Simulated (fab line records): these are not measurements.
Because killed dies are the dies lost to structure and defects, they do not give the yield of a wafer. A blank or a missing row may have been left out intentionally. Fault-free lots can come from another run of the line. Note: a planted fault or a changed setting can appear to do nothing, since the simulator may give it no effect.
Which tool was responsible? + flow n5-finfet + 12 lots, 36 wafers sampled, at 3 steps of a route of 1938

## WHAT THE GAUGES READ, wafer by wafer
N5_MIM_BOT_LITHO_OVL_MEAS_11. Usual: MIM_BOT_OVL -2 nm, standard deviation 5.6.
| lot  | measured     | on         | MIM_BOT_OVL (nm) | flag |
|------|--------------|------------|------------------|------|
| L304 | day 13 16:53 | overlay-02 | -9 -7 -12        |      |
| L307 | day 14 16:31 | overlay-02 | 2 5 1            |      |
| L308 | day 15 01:57 | overlay-01 | 2 7 5            |      |
| L309 | day 15 01:59 | overlay-02 | -1 -9 -5         |      |
| L311 | day 15 08:50 | overlay-02 | -2 -7 -2         |      |
| L310 | day 15 19:56 | overlay-02 | 6 0 4            |      |
| L313 | day 16 00:23 | overlay-01 | -4 -6 -2         |      |
| L314 | day 15 23:40 | overlay-02 | 6 5 -1           |      |
| L315 | day 16 14:59 | overlay-02 | -14 1 -10        |      |
| L316 | day 16 21:25 | overlay-02 | -6 -3 0          |      |
| L322 | day 18 17:29 | overlay-01 | -5 -3 -4         |      |
| L324 | day 20 14:40 | overlay-01 | -8 -5 -2         |      |

## WHICH TOOL RAN EACH LOT (tool, then ch and the chambers of the sampled wafers, then the start)
| lot  | N5_BEOL_M4_SPUTTER_79        | N5_MIM_TOP_ETCH_PECVD_03        |
|------|------------------------------|---------------------------------|
| L304 | pvd-sputter-03, day 8 12:50  | pecvd-04 ch 0,2, day 13 16:23   |
| L307 | pvd-sputter-02, day 10 16:32 | pecvd-04 ch 0,1, day 14 16:08   |
| L308 | pvd-sputter-02, day 10 23:00 | pecvd-02 ch 0,2, day 15 01:34   |
| L309 | pvd-sputter-01, day 11 08:28 | pecvd-01 ch 0,1, day 15 01:36   |
| L311 | pvd-sputter-01, day 11 12:11 | pecvd-04 ch 0,1, day 15 08:27   |
| L310 | pvd-sputter-01, day 11 14:22 | pecvd-04 ch 0,1,2, day 15 19:26 |
| L313 | pvd-sputter-01, day 11 22:33 | pecvd-04 ch 1,2, day 15 23:53   |
| L314 | pvd-sputter-03, day 11 23:08 | pecvd-01 ch 1,2, day 15 23:10   |
| L315 | pvd-sputter-01, day 12 20:51 | pecvd-04 ch 0,1, day 16 14:36   |
| L316 | pvd-sputter-02, day 12 23:23 | pecvd-04 ch 0,1, day 16 20:54   |
| L322 | pvd-sputter-01, day 14 09:05 | pecvd-04 ch 0,2, day 18 16:59   |
| L324 | pvd-sputter-01, day 16 01:53 | pecvd-02 ch 1,2, day 20 14:16   |
- N5_BEOL_M4_SPUTTER_79: material Cu, target thk 4.5 nm, time 8.29 s.
- N5_MIM_TOP_ETCH_PECVD_03: deposits SiNx from SiH4/NH3/N2, target thk 20 nm, time 17.6 s.

## WHAT THE TOOLS THEMSELVES READ (means of the sampled wafers that have a number; where no wafer has one, the mark that the record gives instead)
N5_BEOL_M4_SPUTTER_79. Usual: chuck-sensor-temp-C -15.8 C, standard deviation 0.49; throttle-valve-pct 29.8 %, standard deviation 1.
| lot  | tool           | chuck-sensor-temp-C (C) | throttle-valve-pct (%) | flag |
|------|----------------|-------------------------|------------------------|------|
| L304 | pvd-sputter-03 | -16.2                   | 29.2                   |      |
| L307 | pvd-sputter-02 | -15.8                   | 30.4                   |      |
| L308 | pvd-sputter-02 | -15.6                   | 30.5                   |      |
| L309 | pvd-sputter-01 | -15.8                   | 29.8                   |      |
| L311 | pvd-sputter-01 | -15.2                   | 29.3                   |      |
| L310 | pvd-sputter-01 | -15.3                   | 29.5                   |      |
| L313 | pvd-sputter-01 | -15.9                   | 30.3                   |      |
| L314 | pvd-sputter-03 | -16.3                   | 29.4                   |      |
| L315 | pvd-sputter-01 | -15.4                   | 29.6                   |      |
| L316 | pvd-sputter-02 | -16.2                   | 30.0                   |      |
| L322 | pvd-sputter-01 | -15.5                   | 30.0                   |      |
| L324 | pvd-sputter-01 | -15.5                   | 29.0                   |      |

N5_MIM_TOP_ETCH_PECVD_03. Usual: heater-power-w 762 W, standard deviation 99; showerhead-plenum-p-Torr 5.18 Torr, standard deviation 0.11; throttle-valve-pct 40.6 %, standard deviation 2.1.
| lot  | tool     | heater-power-w (W) | showerhead-plenum-p-Torr (Torr) | throttle-valve-pct (%) | flag |
|------|----------|--------------------|---------------------------------|------------------------|------|
| L304 | pecvd-04 | 753                | 5.27                            | 39.1                   |      |
| L307 | pecvd-04 | 783                | 5.23                            | 43.0                   |      |
| L308 | pecvd-02 | 632                | 5.23                            | 38.8                   |      |
| L309 | pecvd-01 | 695                | 5.07                            | 41.0                   |      |
| L311 | pecvd-04 | 810                | 5.24                            | 43.0                   |      |
| L310 | pecvd-04 | 753                | 5.25                            | 41.1                   |      |
| L313 | pecvd-04 | 809                | 5.21                            | 40.6                   |      |
| L314 | pecvd-01 | 827                | 5.04                            | 40.1                   |      |
| L315 | pecvd-04 | 709                | 5.30                            | 41.7                   |      |
| L316 | pecvd-04 | 719                | 5.30                            | 41.9                   |      |
| L322 | pecvd-04 | 742                | 5.26                            | 39.4                   |      |
| L324 | pecvd-02 | 725                | 5.10                            | 38.3                   |      |

## THE ANSWER, worked out from the rows above alone
Rule: take the mean of a lot's wafers that have a number; if it is more than 3 standard deviations from the usual mean, the lot is off. A lot without any number at a reading at which 4 lots or more have one is off too. All remaining lots with rows at the step are treated as sound. After the gauges, taken in route order, come the tools' own readings; for these a lot's mean is taken, as printed above. At the first step where some lot is off, the reading lying furthest off is the one used; lots without a number count as furthest.
Across all readings shown, no lot is off: no conclusion can be drawn from this.

## WHAT THE SIMULATOR HAD PUT IN
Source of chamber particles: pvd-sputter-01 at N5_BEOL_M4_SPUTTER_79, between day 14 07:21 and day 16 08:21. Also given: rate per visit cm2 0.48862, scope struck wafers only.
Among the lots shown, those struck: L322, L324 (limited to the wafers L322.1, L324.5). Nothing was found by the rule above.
